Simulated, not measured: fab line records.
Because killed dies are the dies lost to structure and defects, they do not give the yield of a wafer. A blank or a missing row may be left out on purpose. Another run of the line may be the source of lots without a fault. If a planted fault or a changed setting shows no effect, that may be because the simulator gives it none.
Lot-split experiment :: flow n5 finfet :: route with 1938 steps; 7 lots, 39 wafers read

== ON THE SPLIT ==
At N5_PASSIVATION_PASS_ETCH_47 (etches SiNx in CF4/O2, target depth 770 nm, time 385 s), the setting time s was moved away from the recipe's 385 s on 12 of the 39 wafers read, by -46.0% to +36.8%. This setting was run at the recipe's value on the other wafers.

The split's own step is where the reading is taken.

== THE READING ==
etch.depth nm (the simulator's own value, which no gauge read), in nm, at N5_PASSIVATION_PASS_ETCH_47 (etches SiNx in CF4/O2, target depth 770 nm, time 385 s). The file gives no usual value for it. Here, 27 wafers ran the recipe; their average is 779.0 nm with a standard deviation of 19 nm.

wafer: L076.1
tool, chamber at the split: rie diel-05, 1
time s as run, s: 385
against the recipe: recipe
etch.depth nm, nm: 809
against lot-mates on the recipe: -

wafer: L076.2
tool, chamber at the split: rie diel-05, 2
time s as run, s: 385
against the recipe: recipe
etch.depth nm, nm: 766.8
against lot-mates on the recipe: -

wafer: L076.3
tool, chamber at the split: rie diel-05, 3
time s as run, s: 385
against the recipe: recipe
etch.depth nm, nm: 781.8
against lot-mates on the recipe: -

wafer: L076.4
tool, chamber at the split: rie diel-05, 0
time s as run, s: 385
against the recipe: recipe
etch.depth nm, nm: 797.8
against lot-mates on the recipe: -

wafer: L076.5
tool, chamber at the split: rie diel-05, 3
time s as run, s: 385
against the recipe: recipe
etch.depth nm, nm: 783.3
against lot-mates on the recipe: -

wafer: L076.6
tool, chamber at the split: rie diel-05, 2
time s as run, s: 385
against the recipe: recipe
etch.depth nm, nm: 759
against lot-mates on the recipe: -

wafer: L080.1
tool, chamber at the split: rie diel-02, 1
time s as run, s: 385
against the recipe: recipe
etch.depth nm, nm: 745.5
against lot-mates on the recipe: -

wafer: L080.2
tool, chamber at the split: rie diel-02, 0
time s as run, s: 526.8
against the recipe: +36.8%
etch.depth nm, nm: 1068
against lot-mates on the recipe: +300.6

wafer: L080.3
tool, chamber at the split: rie diel-02, 2
time s as run, s: 385
against the recipe: recipe
etch.depth nm, nm: 775.1
against lot-mates on the recipe: -

wafer: L080.4
tool, chamber at the split: rie diel-02, 3
time s as run, s: 526.8
against the recipe: +36.8%
etch.depth nm, nm: 1062
against lot-mates on the recipe: +294.6

wafer: L080.5
tool, chamber at the split: rie diel-02, 3
time s as run, s: 526.8
against the recipe: +36.8%
etch.depth nm, nm: 1066
against lot-mates on the recipe: +298.6

wafer: L080.6
tool, chamber at the split: rie diel-02, 0
time s as run, s: 385
against the recipe: recipe
etch.depth nm, nm: 781.6
against lot-mates on the recipe: -

wafer: L087.1
tool, chamber at the split: rie diel-05, 0
time s as run, s: 385
against the recipe: recipe
etch.depth nm, nm: 793.1
against lot-mates on the recipe: -

wafer: L087.2
tool, chamber at the split: rie diel-05, 1
time s as run, s: 486
against the recipe: +26.2%
etch.depth nm, nm: 1017
against lot-mates on the recipe: +221.9

wafer: L087.3
tool, chamber at the split: rie diel-05, 3
time s as run, s: 385
against the recipe: recipe
etch.depth nm, nm: 794.7
against lot-mates on the recipe: -

wafer: L087.4
tool, chamber at the split: rie diel-05, 2
time s as run, s: 486
against the recipe: +26.2%
etch.depth nm, nm: 959.5
against lot-mates on the recipe: +164.4

wafer: L087.5
tool, chamber at the split: rie diel-05, 3
time s as run, s: 486
against the recipe: +26.2%
etch.depth nm, nm: 1003
against lot-mates on the recipe: +207.9

wafer: L087.6
tool, chamber at the split: rie diel-05, 0
time s as run, s: 385
against the recipe: recipe
etch.depth nm, nm: 797.4
against lot-mates on the recipe: -

wafer: L090.1
tool, chamber at the split: rie diel-05, 1
time s as run, s: 385
against the recipe: recipe
etch.depth nm, nm: 801.1
against lot-mates on the recipe: -

wafer: L090.2
tool, chamber at the split: rie diel-05, 3
time s as run, s: 385
against the recipe: recipe
etch.depth nm, nm: 787.9
against lot-mates on the recipe: -

wafer: L090.3
tool, chamber at the split: rie diel-05, 2
time s as run, s: 208
against the recipe: -46.0%
etch.depth nm, nm: 405.6
against lot-mates on the recipe: -385.7

wafer: L090.4
tool, chamber at the split: rie diel-05, 0
time s as run, s: 208
against the recipe: -46.0%
etch.depth nm, nm: 424.1
against lot-mates on the recipe: -367.2

wafer: L090.5
tool, chamber at the split: rie diel-05, 3
time s as run, s: 208
against the recipe: -46.0%
etch.depth nm, nm: 426.4
against lot-mates on the recipe: -364.9

wafer: L090.6
tool, chamber at the split: rie diel-05, 0
time s as run, s: 385
against the recipe: recipe
etch.depth nm, nm: 784.8
against lot-mates on the recipe: -

wafer: L091.1
tool, chamber at the split: rie diel-02, 1
time s as run, s: 385
against the recipe: recipe
etch.depth nm, nm: 729.3
against lot-mates on the recipe: -

wafer: L091.2
tool, chamber at the split: rie diel-02, 3
time s as run, s: 385
against the recipe: recipe
etch.depth nm, nm: 765.8
against lot-mates on the recipe: -

wafer: L091.3
tool, chamber at the split: rie diel-02, 0
time s as run, s: 385
against the recipe: recipe
etch.depth nm, nm: 769.5
against lot-mates on the recipe: -

wafer: L091.4
tool, chamber at the split: rie diel-02, 2
time s as run, s: 385
against the recipe: recipe
etch.depth nm, nm: 760.1
against lot-mates on the recipe: -

wafer: L091.5
tool, chamber at the split: rie diel-02, 0
time s as run, s: 385
against the recipe: recipe
etch.depth nm, nm: 785
against lot-mates on the recipe: -

wafer: L091.6
tool, chamber at the split: rie diel-02, 3
time s as run, s: 385
against the recipe: recipe
etch.depth nm, nm: 768.2
against lot-mates on the recipe: -

wafer: L094.1
tool, chamber at the split: rie diel-03, 2
time s as run, s: 236.4
against the recipe: -38.6%
etch.depth nm, nm: 487.8
against lot-mates on the recipe: -306.5

wafer: L094.2
tool, chamber at the split: rie diel-03, 3
time s as run, s: 385
against the recipe: recipe
etch.depth nm, nm: 805
against lot-mates on the recipe: -

wafer: L094.3
tool, chamber at the split: rie diel-03, 0
time s as run, s: 236.4
against the recipe: -38.6%
etch.depth nm, nm: 476.6
against lot-mates on the recipe: -317.7

wafer: L094.4
tool, chamber at the split: rie diel-03, 2
time s as run, s: 385
against the recipe: recipe
etch.depth nm, nm: 798.7
against lot-mates on the recipe: -

wafer: L094.5
tool, chamber at the split: rie diel-03, 0
time s as run, s: 385
against the recipe: recipe
etch.depth nm, nm: 779.1
against lot-mates on the recipe: -

wafer: L094.6
tool, chamber at the split: rie diel-03, 3
time s as run, s: 236.4
against the recipe: -38.6%
etch.depth nm, nm: 496.5
against lot-mates on the recipe: -297.8

wafer: L097.3
tool, chamber at the split: rie diel-03, 2
time s as run, s: 385
against the recipe: recipe
etch.depth nm, nm: 786.2
against lot-mates on the recipe: -

wafer: L097.5
tool, chamber at the split: rie diel-03, 1
time s as run, s: 385
against the recipe: recipe
etch.depth nm, nm: 747.6
against lot-mates on the recipe: -

wafer: L097.6
tool, chamber at the split: rie diel-03, 0
time s as run, s: 385
against the recipe: recipe
etch.depth nm, nm: 779.3
against lot-mates on the recipe: -

THE FIT
A straight line over all 39 wafers: etch.depth nm changes by +7.79 nm for each +1% of time s; r = +0.99; the points scatter about the line by 18 nm.
The same after taking each lot's own level away (the mean of its wafers on the recipe; 39 wafers): +7.99 nm for each +1%; r = +1.00; scatter 15 nm.
The reading moves by 3.7e+02 nm for the largest change in time s, on that fit.
The span of the lots' own levels, 762.98 to 795.07 nm, comes to 1.7 times the standard deviation stated above.
Consequently the slope shifts little with the lot-to-lot level, the two slopes agreeing.
Check: with one of the wafers moved furthest among these (-46.0%) left out of the fit, the line predicts -365 nm for it against its lot-mates. Against them it came out at -386 nm.

== OTHER SPLITS APPLIED TO THESE WAFERS ==
Other splits were also applied to these wafers ahead of the reading. Each is held against what the fit with the lots' levels taken away leaves over:
other split on the same wafers: N5_BEOL_M15_TRENCH_ETCH_34 time s
wafers away from the commonest value: 12
r with etch.depth nm (lot level and that fit taken away): +0.31

== FILE'S OWN FIT ==
etch.depth nm changes by +8 nm for each +1% of time s, r = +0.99.
